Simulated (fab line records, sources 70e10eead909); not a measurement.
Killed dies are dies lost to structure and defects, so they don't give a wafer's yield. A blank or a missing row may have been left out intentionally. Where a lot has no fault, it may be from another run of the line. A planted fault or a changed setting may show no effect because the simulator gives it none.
A lot that was struck, set against a sound lot || flow nandHarc || 15 steps out of a route of 1302
Sound: these wafers, L751.1, L751.2, L751.3. Struck: wafer L754.4. (L754.1, L754.2 of the same lot were not struck and are left out.) The cause comes at the end.
For every step that has rows: the tool of each side, followed by ch and its chambers, followed by its first start. Under that, the readings that differ: sound wafers || struck wafers || difference of the means || sigmas: that difference in standard deviations of wafers without a fault.
alike: a reading whose means differ by less than 2 such deviations, as well as words and numbers matching on both sides. not compared: withheld readings; readings where some wafer has no value; bounds like >300 that might hide an equal value; numbers whose values overlap and for which the record gives no deviation.
A row with sigmas, a row that says differs or no value, or rows on one side alone: a step with any of these is where the two part. When numbers do not overlap yet have no deviation, they are printed without sigmas and do not part them. A reading missing from all wafers of one side parts the sides only when that side holds two or more wafers.

first, 2 steps without rows for these wafers: NHARC_A_CONTACT_ETCH_137 (etches the open film in C4F8/O2/Ar, time 311 s, target depth 1912 nm); NHARC_A_CONTACT_ETCH_138 (etches the open film in C4F8/O2/Ar, time 311 s, target depth 1914 nm).
NHARC_A_CONTACT_ETCH_139: etches the open film in C4F8/O2/Ar, time 195 s, target depth 840 nm.
  sound on harCapEtch-02 ch 0,1, day 30 15:22; struck on harCapEtch-02 ch 0, day 31 05:21
  not compared: rfHoursCounterH
NHARC_A_CONTACT_ETCH_92: etches the open film in CH3F/O2, target depth 40 nm, time 85.7 s.
  sound on rieDiel-02 ch 1,2,3, day 30 15:56; struck on rieDiel-04 ch 1, day 31 05:55
{"reading": "rfHoursCounterH (h)", "sound": "46 45 43", "struck": 1, "difference": -44, "sigmas": ""}
  alike: drypumpMotorCurrentA, oesProductAu, rfVppV, showerheadPlenumPTorr, throttleValvePct
NHARC_A_CONTACT_ETCH_98: etches the open film in C4F6/O2, target depth 20 nm, time 10 s.
  sound on rieDiel-02 ch 1,2,3; struck on rieDiel-04 ch 3
{"reading": "rfHoursCounterH (h)", "sound": "43 45 46", "struck": 1, "difference": -44, "sigmas": ""}
  alike: c4f6FlowSccm, drypumpMotorCurrentA, oesProductAu, rfVppV, showerheadPlenumPTorr, throttleValvePct
NHARC_A_CONTACT_CD_MEAS_15:
  sound on cdSem-01, day 30 16:08; struck on cdSem-01, day 31 06:08
{"reading": "cdNm (nm)", "sound": "191.1 190.0 190.6", "struck": 188.7, "difference": -1.9, "sigmas": -2}
then, 3 steps without rows for these wafers: NHARC_A_CONTACT_STRIP_107 (strips in N2/H2); NHARC_A_CONTACT_STRIP_108 (strips in CF4/CHF3); NHARC_A_CONTACT_STRIP_109 (strips in O2/COS).
NHARC_A_CONTACT_ETCH_110: etches the open film in CF4/O2, target depth 60 nm, overetch 6 nm, time 33 s.
  sound on rieDiel-02 ch 1,2,3, day 30 16:26; struck on rieDiel-04 ch 3, day 31 06:26
{"reading": "rfHoursCounterH (h)", "sound": "46 43 45", "struck": 1, "difference": -44, "sigmas": ""}
  alike: drypumpMotorCurrentA, oes_f_703_au, oesProductAu, rfVppV, showerheadPlenumPTorr, throttleValvePct
then, 2 steps without rows for these wafers: NHARC_A_CONTACT_STRIP_26 (strips in O2); NHARC_A_CONTACT_STRIP_27 (strips in post etch residue remover, time 600 s).
NHARC_A_CONTACT_ALD_18: deposits TiN, target thk 3 nm, pulse time 1 s, ald cycles 150.
  sound on aldMetal-03 ch 0,1,3, day 30 17:05; struck on aldMetal-02 ch 0, day 31 07:07
{"reading": "aldCycles", "sound": "150 150 150", "struck": 69, "difference": -81, "sigmas": ""}
  alike: heaterPowerW, precursorPulseHeightRel
NHARC_A_CONTACT_CVD_19: deposits W, target thk 300 nm, time 802 s.
  sound on cvdW-01 ch 0,1; struck on cvdW-02 ch 0
  alike: heaterPowerW, mfcH2Sccm, mfcWf6Sccm, throttleValvePct
-- the record jumps here: 3 days lie between the struck wafers' starts before and after (it left off in module A_CONTACT and takes up again in module END, whose first step shown is number 1302 of the route) --
NHARC_END_SORT_01:
  here the record holds rows for the struck wafers (prober-01 ch 0, day 33 19:17) but none for the sound ones

## WHERE THEY PART
Last at NHARC_END_SORT_01 as far as this record goes, first at NHARC_A_CONTACT_CD_MEAS_15.

WHY: the cause the simulator had injected
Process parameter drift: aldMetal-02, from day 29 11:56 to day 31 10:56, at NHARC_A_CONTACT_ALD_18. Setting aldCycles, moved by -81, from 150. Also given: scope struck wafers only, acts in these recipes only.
